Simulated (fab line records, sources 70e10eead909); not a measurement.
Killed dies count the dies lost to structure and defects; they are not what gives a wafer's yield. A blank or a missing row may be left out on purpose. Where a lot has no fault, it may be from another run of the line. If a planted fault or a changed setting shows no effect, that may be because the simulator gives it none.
fab line records | flow nandHarc | part 1 of 2: steps 1 to 25 of 34
[record] lots = 5 wafers = 15 lastDay = 25
route steps=1159 shown A_BLC@983 A_M0@994
lots that met no fault: taken from a fault-free run of the same line
startH: hours from the record's first day to the start of the lot's first wafer shown | waitH: hours since the lot's step before | " unchanged from the row above | L1.1+2: one row covering several wafers at once | - no value present, or no start provided | * or withheld: withheld | < > ~ a bound
route shown NAME@n: a module of which the file shows steps, and the number in the route of the first | usual: mean and standard deviation over wafers with no fault | same: alike in all rows | chamber/n: place in a boat | sites: readings site by site | _std_site: standard deviation of those values | _edge_site: the outer-site mean with the inner-site mean subtracted | radiusMm: for every site, how far away it sits from the centre of the wafer | mask NAME#n: copy n | behind: the tool/chamber that last shaped the wafer | hold: why the lot was held/for how many hours/how that ended | device: transistor that didn't switch, given as n, p or np | end of line: tests run on the same wafers once the route is complete | a step given without rows: its recipe and nothing more | killed: dies that structure and defects cost at the first sort, which is not the same as the wafer's yield | map: dies across one wafer; x = killed, . = not, _ = none there
set.NAME: the setting that was run; set.NAME@STEP: the one run at that earlier step | model.NAME: the simulator's own value behind a step, which no gauge read
lots at selected steps of the route; one table per step, one row per wafer
services: a tool's chamber out of use, with start hour (startH, from the record's first day; less than 0 if before it), hours out, and reason
[[steps]]
[step NHARC_A_BLC_STRIP_21]
[recipe] o2FlowSccm = 500 arFlowSccm = 0 biasW = 0 chemistry = O2
[usual] drypumpMotorCurrentA = 5.6/0.43 o2FlowSccm = 500.4/1.6 oesProductAu = 0.997/0.0092 rfVppV = 57.6/0.96 showerheadPlenumPTorr = 3.46/0.15 throttleValvePct = 17.037/0.009
[same] biasW = 0
// columns lot.wafer tool chamber startH waitH drypumpMotorCurrentA o2FlowSccm oesProductAu rfHoursCounterH rfVppV showerheadPlenumPTorr throttleValvePct
L075.1 rieDiel-12 0 398.07 0.1 5.7 498.5 1.005 2 58.5 3.32 17.052
L075.3 " 1 " " 5.2 501.7 1.001 2 57.1 3.40 17.031
L075.6 " 0 " " 5.7 501.1 0.987 - 57.9 3.32 17.055
L087.1 rieDiel-12 1 458.30 0.1 5.2 501.4 1.018 7 56.4 3.40 17.049
L087.3 " 3 " " 5.0 501.3 0.993 7 57.1 3.39 17.030
L087.6 " 2 " " 6.1 499.3 0.987 - 57.9 3.70 17.042
L090.3 rieDiel-12 1 494.13 0.1 5.2 502.4 1.008 10 58.2 3.40 17.037
L090.2 " 3 " " 5.0 500.3 0.988 10 57.4 3.39 17.027
L090.6 " 1 " " 5.2 503.2 1.001 - 57.1 3.40 17.030
L094.4 rieDiel-03 3 510.60 0.1 5.7 501.3 1.003 12 58.9 3.67 17.021
L094.2 " 0 " " 5.5 500.1 0.991 9 57.7 3.30 17.032
L094.5 " 2 " " 6.3 501.2 0.999 - 58.1 3.59 17.049
L095.2 rieDiel-12 1 544.11 0.1 5.2 503.0 1.001 16 57.1 3.40 17.008
L095.4 " 2 " " 6.1 498.2 1.000 14 57.7 3.70 17.054
L095.6 " 0 " " 5.7 501.5 0.996 - 56.0 3.31 17.047
[step NHARC_A_BLC_STRIP_22]
[recipe] timeS = 600 tempC = 30 chemistry = postEtchResidueRemover
// columns lot.wafer tool chamber startH waitH
L075.6+3+1 wetBench-06 5,7,0 398.23 -
L087.3+1+6 wetBench-01 4,7,0 458.46 -
L090.3+2+6 wetBench-01 3,6,7 494.28 -
L094.5+4+2 wetBench-09 2,3,6 510.74 -
L095.4+6+2 wetBench-01 1,3,4 544.25 -
[step NHARC_A_BLC_DEGAS_30]
[recipe] tempC = 300 timeS = 60
[usual] heaterPowerW = 487/53
// columns lot.wafer tool chamber startH waitH heaterPowerW
L075.3 pvdSputter-03 - 398.51 - 559
L075.1 " - " " 397
L075.6 " - " " 556
L087.1 pvdSputter-01 - 458.72 - 450
L087.3 " - " " 564
L087.6 " - " " 501
L090.2 pvdSputter-03 - 494.55 - 435
L090.3 " - " " 527
L090.6 " - " " 535
L094.4 pvdSputter-02 - 511.02 - 567
L094.2 " - " " 483
L094.5 " - " " 581
L095.2 pvdSputter-01 - 544.52 - 490
L095.4 " - " " 543
L095.6 " - " " 500
[step NHARC_A_BLC_PRE_CLEAN_31]
[recipe] timeS = 15 biasV = 250 gas = Ar
// columns lot.wafer tool chamber startH waitH
L075.3+1+6 pvdSputter-03 - - -
L087.1+3+6 pvdSputter-01 - - -
L090.3+2+6 pvdSputter-03 - - -
L094.2+4+5 pvdSputter-02 - - -
L095.2+4+6 pvdSputter-01 - - -
[step NHARC_A_BLC_PVD_32]
[recipe] targetThkA = 50 chamberPressurePa = 5 powerW = 5000 substrateTempC = 200 timeS = 17.7 material = Ti
[usual] throttleValvePct = 30.0/0.77
// columns lot.wafer tool chamber startH waitH throttleValvePct
L075.1 pvdSputter-03 - - - 29.9
L075.3 " - " " 30.0
L075.6 " - " " 30.3
L087.1 pvdSputter-01 - - - 29.4
L087.3 " - " " 30.6
L087.6 " - " " 29.5
L090.2 pvdSputter-03 - - - 30.0
L090.3 " - " " 29.5
L090.6 " - " " 29.9
L094.4 pvdSputter-02 - - - 29.0
L094.2 " - " " 30.1
L094.5 " - " " 29.5
L095.2 pvdSputter-01 - - - 29.6
L095.4 " - " " 31.1
L095.6 " - " " 30.1
[step NHARC_A_BLC_ALD_23]
[recipe] targetThkA = 30 pulseTimeS = 1 aldCycles = 150 tempC = 450 material = TiN
[usual] heaterPowerW = 1110/100 precursorPulseHeightRel = 1.001/0.019
// columns lot.wafer tool chamber startH waitH heaterPowerW precursorPulseHeightRel
L075.1 aldMetal-03 0 398.78 - 977 0.991
L075.3 " 3 " " 1018 0.993
L075.6 " 1 " " 1026 1.001
L087.1 aldMetal-04 0 458.98 - 1033 0.984
L087.3 " 2 " " 1111 0.995
L087.6 " 1 " " 1101 0.965
L090.2 aldMetal-04 3 494.81 - 1141 0.981
L090.3 " 0 " " 1012 1.000
L090.6 " 2 " " 1097 0.991
L094.4 aldMetal-03 2 511.32 - 971 1.012
L094.2 " 3 " " 1012 1.038
L094.5 " 1 " " 1047 1.008
L095.4 aldMetal-03 1 544.77 - 1051 1.001
L095.2 " 2 " " 964 0.977
L095.6 " 2 " " 975 1.012
[step NHARC_A_BLC_CVD_24]
[recipe] targetThkA = 1500 tempC = 300 pressureTorr = 40 wf6FlowSccm = 40 h2FlowSccm = 1600 arFlowSccm = 1560 timeS = 434 material = W
[usual] heaterPowerW = 484/51 throttleValvePct = 8.0/0.39
// columns lot.wafer tool chamber startH waitH heaterPowerW throttleValvePct
L075.1 cvdW-01 1 - - 516 8.4
L075.3 " 0 " " 416 8.0
L075.6 " 1 " " 525 8.2
L087.1 cvdW-02 1 - - 448 8.4
L087.3 " 1 " " 450 8.5
L087.6 " 0 " " 533 7.4
L090.2 cvdW-01 1 - - 522 8.1
L090.3 " 0 " " 444 7.9
L090.6 " 0 " " 427 7.7
L094.2 cvdW-01 1 - - 545 8.4
L094.4 " 0 " " 441 7.6
L094.5 " 0 " " 423 7.8
L095.2 cvdW-01 1 - - 543 8.2
L095.4 " 0 " " 436 8.0
L095.6 " 0 " " 428 7.9
[step NHARC_A_BLC_CMP_25]
[recipe] tOverpolishS = 30 targetThkNm = 150
[usual] edgeZonePressureFrac = 1.000/0.0048 motorCurrentA = 12.2/1 overpolishRunS = 30.001/0.0089 timeToEndpointS = 30.6/2.6
// columns lot.wafer tool chamber startH waitH edgeZonePressureFrac motorCurrentA overpolishRunS timeToEndpointS
L075.3 cmp-03 1 399.54 0.3 1.003 12.5 30.006 34.8
L075.1 " 3 " " 1.005 13.3 30.017 31.7
L075.6 " 0 " " 0.993 13.2 30.001 29.2
L087.3 cmp-04 3 459.71 0.3 0.996 10.5 30.006 30.5
L087.1 " 0 " " 0.999 13.6 29.997 24.6
L087.6 " 0 " " 0.999 13.8 29.982 26.7
L090.2 cmp-04 1 495.55 0.4 1.004 10.8 30.009 27.4
L090.3 " 3 " " 0.994 10.4 30.007 31.3
L090.6 " 0 " " 1.005 14.1 29.996 25.6
L094.2 cmp-03 3 512.96 0.4 1.009 13.2 29.994 30.0
L094.4 " 1 " " 1.005 11.2 29.989 33.1
L094.5 " 0 " " 0.999 12.6 29.992 29.4
L095.2 cmp-04 2 546.68 0.5 1.007 11.9 30.002 25.9
L095.4 " 3 " " 0.997 10.5 29.995 30.9
L095.6 " 3 " " 0.996 11.3 30.009 29.1
[step NHARC_A_BLC_SRD_27]
// columns lot.wafer tool chamber startH waitH
L075.6+1+3 wetBench-09 6,7,3 399.83 0.0
L087.1+3+6 wetBench-06 0,2,3 460.03 0.0
L090.2+6+3 wetBench-06 6,1,2 495.85 0.0
L094.2+4+5 wetBench-09 1,3,6 513.28 0.0
L095.4+2+6 wetBench-06 4,5,6 547.02 0.1
[step NHARC_A_BLC_INSPECT_28]
[usual] rawDefectCount = 415/100
// columns lot.wafer tool chamber startH waitH rawDefectCount
L075.1 defectInspect-02 - 399.92 0.1 396
L075.3 " - " " 556
L075.6 " - " " 362
L087.1 defectInspect-02 - 460.11 0.1 434
L087.3 " - " " 413
L087.6 " - " " 388
L090.2 defectInspect-01 - 495.92 0.1 292
L090.3 " - " " 465
L090.6 " - " " 549
L094.2 defectInspect-01 - 513.37 0.1 353
L094.4 " - " " 382
L094.5 " - " " 286
L095.2 defectInspect-02 - 547.10 0.1 355
L095.4 " - " " 338
L095.6 " - " " 336
[step NHARC_A_M0_DEP_00]
[recipe] targetThkA = 1500 targetThkNm = 150 tempC = withheld pressureTorr = 5 flowSccm = 200 rfW = 600 material = SiOC
[usual] showerheadVppV = 1513/60
// columns lot.wafer tool chamber startH waitH showerheadVppV
L075.1 pecvd-02 0 399.98 0.1 1407
L075.3 " 1 " " 1422
L075.6 " 1 " " 1422
L087.3 pecvd-03 0 460.18 0.1 1507
L087.1 " 1 " " 1566
L087.6 " 0 " " 1540
L090.3 pecvd-02 0 496.01 0.1 1416
L090.2 " 1 " " 1409
L090.6 " 0 " " 1428
L094.2 pecvd-03 1 513.43 0.1 1541
L094.5 " 1 " " 1567
L094.4 " 0 " " 1508
L095.2 pecvd-04 1 547.16 0.1 1555
L095.4 " 2 " " 1599
L095.6 " 0 " " 1487
[step NHARC_A_M0_DEHYDRATE_01]
[recipe] tempC = 150 timeS = 120
[usual] plateTempC = 150.02/0.15
// columns lot.wafer tool chamber startH waitH plateTempC
L075.1 lithoTrack-06 0 400.39 - 149.95
L075.3 " 0 " " 150.22
L075.6 " 0 " " 150.06
L087.1 lithoTrack-06 0 460.58 - 149.81
L087.3 " 0 " " 149.97
L087.6 " 0 " " 149.96
L090.2 lithoTrack-06 0 496.41 - 150.06
L090.3 " 0 " " 150.04
L090.6 " 0 " " 150.22
L094.2 lithoTrack-04 0 513.83 - 150.05
L094.4 " 0 " " 149.92
L094.5 " 0 " " 149.99
L095.2 lithoTrack-06 0 547.57 - 149.98
L095.4 " 0 " " 149.92
L095.6 " 0 " " 149.95
[step NHARC_A_M0_HMDS_02]
[recipe] timeS = 30
// columns lot.wafer tool chamber startH waitH
L075.1+3+6 lithoTrack-06 0 - -
L087.1+3+6 lithoTrack-06 0 - -
L090.2+3+6 lithoTrack-06 0 - -
L094.2+4+5 lithoTrack-04 0 - -
L095.2+4+6 lithoTrack-06 0 - -
[step NHARC_A_M0_COAT_33]
[recipe] tempC = 200 timeS = 65
[usual] plateTempC = 200.00/0.15
// columns lot.wafer tool chamber startH waitH plateTempC
L075.1 lithoTrack-06 0 - - 200.18
L075.3 " 0 " " 200.19
L075.6 " 0 " " 200.24
L087.1 lithoTrack-06 0 - - 199.90
L087.3 " 0 " " 199.76
L087.6 " 0 " " 199.69
L090.2 lithoTrack-06 0 - - 199.86
L090.3 " 0 " " 200.03
L090.6 " 0 " " 199.90
L094.2 lithoTrack-04 0 - - 199.90
L094.4 " 0 " " 200.04
L094.5 " 0 " " 200.18
L095.2 lithoTrack-06 0 - - 199.88
L095.4 " 0 " " 200.02
L095.6 " 0 " " 199.83
[step NHARC_A_M0_COAT_03]
[recipe] spinRpm = 1500 resistThkNm = 90
[usual] spinSpeedRpm = 1500.2/0.89
// columns lot.wafer tool chamber startH waitH spinSpeedRpm
L075.1 lithoTrack-06 0 - - 1499.5
L075.3 " 0 " " 1499.4
L075.6 " 0 " " 1500.5
L087.1 lithoTrack-06 0 - - 1500.6
L087.3 " 0 " " 1500.9
L087.6 " 0 " " 1501.5
L090.2 lithoTrack-06 0 - - 1499.1
L090.3 " 0 " " 1498.6
L090.6 " 0 " " 1499.1
L094.2 lithoTrack-04 0 - - 1499.8
L094.4 " 0 " " 1499.5
L094.5 " 0 " " 1500.6
L095.2 lithoTrack-06 0 - - 1501.0
L095.4 " 0 " " 1500.0
L095.6 " 0 " " 1500.0
[step NHARC_A_M0_SOFTBAKE_04]
[recipe] tempC = 105 timeS = 55
[usual] plateTempC = 104.96/0.13
// columns lot.wafer tool chamber startH waitH plateTempC
L075.1 lithoTrack-06 0 - - 104.83
L075.3 " 0 " " 104.88
L075.6 " 0 " " 105.04
L087.1 lithoTrack-06 0 - - 104.70
L087.3 " 0 " " 104.97
L087.6 " 0 " " 104.95
L090.2 lithoTrack-06 0 - - 105.02
L090.3 " 0 " " 105.09
L090.6 " 0 " " 104.97
L094.2 lithoTrack-04 0 - - 104.79
L094.4 " 0 " " 104.81
L094.5 " 0 " " 104.77
L095.2 lithoTrack-06 0 - - 104.85
L095.4 " 0 " " 104.75
L095.6 " 0 " " 104.86
[step NHARC_A_M0_EBR_05]
// columns lot.wafer tool chamber startH waitH
L075.1+3+6 lithoTrack-06 0 - -
L087.1+3+6 lithoTrack-06 0 - -
L090.2+3+6 lithoTrack-06 0 - -
L094.2+4+5 lithoTrack-04 0 - -
L095.2+4+6 lithoTrack-06 0 - -
[step NHARC_A_M0_EXPOSE_06]
[recipe] na = 1.35 targetCdNm = 80 doseMj = 83.25 maskId = A_M0
// columns lot.wafer tool chamber startH waitH mask
L075.1+3+6 arfiScanner-02 0 400.68 - A_M0#0
L087.1+3+6 arfiScanner-01 0 460.87 - A_M0#0
L090.2+3+6 arfiScanner-02 0 496.71 - A_M0#0
L094.2+4+5 arfiScanner-01 0 514.00 - A_M0#0
L095.2+4+6 arfiScanner-01 0 547.86 - A_M0#0
[step NHARC_A_M0_PEB_07]
[recipe] pebTempC = 100 pebTimeS = 65
[usual] plateTempC = 99.99/0.14
// columns lot.wafer tool chamber startH waitH plateTempC
L075.1 lithoTrack-04 0 400.74 0.1 100.02
L075.3 " 0 " " 100.04
L075.6 " 0 " " 99.97
L087.1 lithoTrack-04 0 460.93 0.1 100.27
L087.3 " 0 " " 100.29
L087.6 " 0 " " 100.24
L090.2 lithoTrack-01 0 496.77 0.1 99.78
L090.3 " 0 " " 100.01
L090.6 " 0 " " 100.00
L094.2 lithoTrack-06 0 514.06 0.1 100.03
L094.4 " 0 " " 99.99
L094.5 " 0 " " 100.01
L095.2 lithoTrack-04 0 547.92 0.1 100.06
L095.4 " 0 " " 100.08
L095.6 " 0 " " 100.24
[step NHARC_A_M0_DEVELOP_08]
[recipe] developTimeS = 35 devTempC = 23
[usual] developerTempC = 23.02/0.098
// columns lot.wafer tool chamber startH waitH developerTempC
L075.1 lithoTrack-04 0 - - 23.05
L075.3 " 0 " " 23.17
L075.6 " 0 " " 23.07
L087.1 lithoTrack-04 0 - - 23.01
L087.3 " 0 " " 22.99
L087.6 " 0 " " 22.88
L090.2 lithoTrack-01 0 - - 23.00
L090.3 " 0 " " 23.01
L090.6 " 0 " " 23.05
L094.2 lithoTrack-06 0 - - 22.94
L094.4 " 0 " " 23.07
L094.5 " 0 " " 22.88
L095.2 lithoTrack-04 0 - - 23.17
L095.4 " 0 " " 23.04
L095.6 " 0 " " 23.15
[step NHARC_A_M0_CD_MEAS_09]
[recipe] targetCdNm = 80 landingEnergyEv = 500
[usual] cdNm = 80.0/0.65
[same] landingEnergyEv = 500
// columns lot.wafer tool chamber startH waitH cdNm
L075.1 cdSem-01 0 400.82 - 79.9
L075.3 " 0 " " 79.7
L075.6 " 0 " " 79.2
L087.1 cdSem-02 0 461.01 - 80.6
L087.3 " 0 " " 80.1
L087.6 " 0 " " 80.1
L090.2 cdSem-01 0 496.85 - 80.1
L090.3 " 0 " " 79.9
L090.6 " 0 " " 79.4
L094.2 cdSem-02 0 514.15 - 79.9
L094.4 " 0 " " 78.9
L094.5 " 0 " " 79.1
L095.2 cdSem-02 0 548.00 - 80.1
L095.4 " 0 " " 79.7
L095.6 " 0 " " 79.5
[step NHARC_A_M0_OVL_MEAS_10]
[recipe] pitchNm = 160
[usual] overlayXNm = -0.1/0.88 overlayYNm = -0.3/0.88
// columns lot.wafer tool chamber startH waitH overlayXNm overlayYNm
L075.1 overlay-01 - 400.91 - -1.3 -0.7
L075.3 " - " " -1.3 -0.3
L075.6 " - " " -1.1 -1.0
L087.1 overlay-01 - 461.10 - -0.2 0.1
L087.3 " - " " -0.6 -0.4
L087.6 " - " " -0.1 0.1
L090.2 overlay-02 - 496.93 - -0.2 -1.2
L090.3 " - " " 0.3 -0.9
L090.6 " - " " 0.3 -1.1
L094.2 overlay-02 - 514.23 - -1.2 -0.2
L094.4 " - " " -0.2 -0.3
L094.5 " - " " -0.4 0.1
L095.2 overlay-01 - 548.09 - -1.4 -0.7
L095.4 " - " " -1.3 -1.0
L095.6 " - " " -0.9 -1.3
[step NHARC_A_M0_INSPECT_11]
[usual] rawDefectCount = 31/15
// columns lot.wafer tool chamber startH waitH rawDefectCount
L075.1 defectInspect-02 - 400.94 0.0 25
L075.3 " - " " 40
L075.6 " - " " 30
L087.1 defectInspect-01 - 461.14 0.0 23
L087.3 " - " " 36
L087.6 " - " " 37
L090.2 defectInspect-01 - 496.97 0.0 29
L090.3 " - " " 38
L090.6 " - " " 31
L094.2 defectInspect-01 - 514.27 0.0 63
L094.4 " - " " 61
L094.5 " - " " 54
L095.2 defectInspect-01 - 548.12 0.0 29
L095.4 " - " " 13
L095.6 " - " " 23
[step NHARC_A_M0_DESCUM_14]
[recipe] timeS = 3 o2FlowSccm = 200 arFlowSccm = 0 biasPowerW = 0 chemistry = O2
[usual] drypumpMotorCurrentA = 5.5/0.54 o2FlowSccm = 200.1/0.6 oesProductAu = 0.999/0.01 rfVppV = 57.7/0.91 showerheadPlenumPTorr = 1.89/0.08 throttleValvePct = 11.310/0.011
// columns lot.wafer tool chamber startH waitH drypumpMotorCurrentA o2FlowSccm oesProductAu rfHoursCounterH rfVppV showerheadPlenumPTorr throttleValvePct
L075.3 rieDiel-01 3 401.02 0.1 5.3 200.2 0.992 5 57.5 1.79 11.293
L075.1 " 0 " " 5.0 200.7 0.989 6 57.7 1.93 11.345
L075.6 " 2 " " 5.7 200.4 1.002 - 56.3 1.91 11.319
L087.3 rieDiel-11 1 461.20 0.1 4.8 201.1 0.984 9 56.8 2.03 11.317
L087.1 " 2 " " 5.9 199.5 1.010 7 59.3 1.98 11.315
L087.6 " 2 " " 5.9 200.6 1.005 - 59.5 1.97 11.318
L090.2 rieDiel-07 1 497.03 0.1 5.7 200.0 0.985 5 57.7 1.78 11.314
L090.3 " 3 " " 6.6 200.1 0.998 5 57.5 1.82 11.308
L090.6 " 2 " " 6.6 201.4 1.016 - 58.4 1.88 11.301
L094.2 rieDiel-11 3 514.33 0.1 5.4 200.1 1.002 10 58.2 1.86 11.329
L094.4 " 0 " " 5.4 199.6 1.005 13 56.0 1.81 11.291
L094.5 " 3 " " 5.4 200.7 1.002 - 57.2 1.86 11.304
L095.2 rieDiel-07 1 548.18 0.1 5.7 200.6 0.992 8 57.1 1.78 11.316
L095.4 " 3 " " 6.6 199.7 1.006 - 56.2 1.82 11.312
L095.6 " 0 " " 5.4 199.6 1.003 - 58.2 1.97 11.325
[step NHARC_A_M0_ETCH_34]
[recipe] targetDepthA = 400 overetchA = 120 timeS = 43.94 ionEnergyEv = 200 n2FlowSccm = 150 h2FlowSccm = 150 arFlowSccm = 0 rfW = 400 biasW = 150 chemistry = N2/H2
[usual] biasW = 150.0/0.47 drypumpMotorCurrentA = 5.5/0.54 h2FlowSccm = 150.0/0.41 n2FlowSccm = 150.0/0.44 oesProductAu = 1.001/0.0094 rfVppV = 429.9/2.5 showerheadPlenumPTorr = 2.01/0.089 throttleValvePct = 14.172/0.0089
// columns lot.wafer tool chamber startH waitH biasW drypumpMotorCurrentA h2FlowSccm n2FlowSccm oesProductAu rfHoursCounterH rfVppV showerheadPlenumPTorr throttleValvePct
L075.3 rieDiel-01 1 401.09 0.1 149.9 4.8 149.6 149.5 1.008 7 429.9 2.03 14.179
L075.1 " 2 " " 150.3 5.7 149.6 149.3 1.012 6 431.5 2.04 14.179
L075.6 " 2 " " 150.6 5.7 150.4 149.7 1.004 - 431.0 2.04 14.163
L087.1 rieDiel-11 3 461.30 0.1 150.2 5.4 149.6 149.4 1.011 8 428.5 1.98 14.179
L087.3 " 0 " " 150.5 5.5 149.9 150.3 1.004 8 428.1 1.92 14.158
L087.6 " 2 " " 149.3 5.9 149.7 149.8 1.021 - 431.8 2.11 14.170
L090.3 rieDiel-07 0 497.11 0.1 149.8 5.3 150.9 149.8 1.004 4 430.8 2.10 14.171
L090.2 " 2 " " 150.0 6.6 150.0 150.2 1.013 5 429.6 2.00 14.184
L090.6 " 1 " " 149.5 5.7 150.4 150.2 0.982 - 425.8 1.90 14.182
L094.4 rieDiel-11 2 514.41 0.1 150.3 5.9 150.3 149.8 1.011 11 432.0 2.11 14.160
L094.2 " 3 " " 149.8 5.4 149.8 149.9 1.005 10 428.7 1.98 14.170
L094.5 " 3 " " 150.3 5.4 149.1 149.7 1.016 - 429.6 1.98 14.185
L095.2 rieDiel-07 0 548.29 0.1 149.5 5.4 150.3 149.7 0.999 8 432.6 2.10 14.166
L095.6 " 1 " " 149.9 5.7 149.4 149.6 0.977 - 426.8 1.90 14.149
L095.4 " 3 " " 150.7 6.7 149.9 150.1 1.008 - 428.4 1.93 14.175
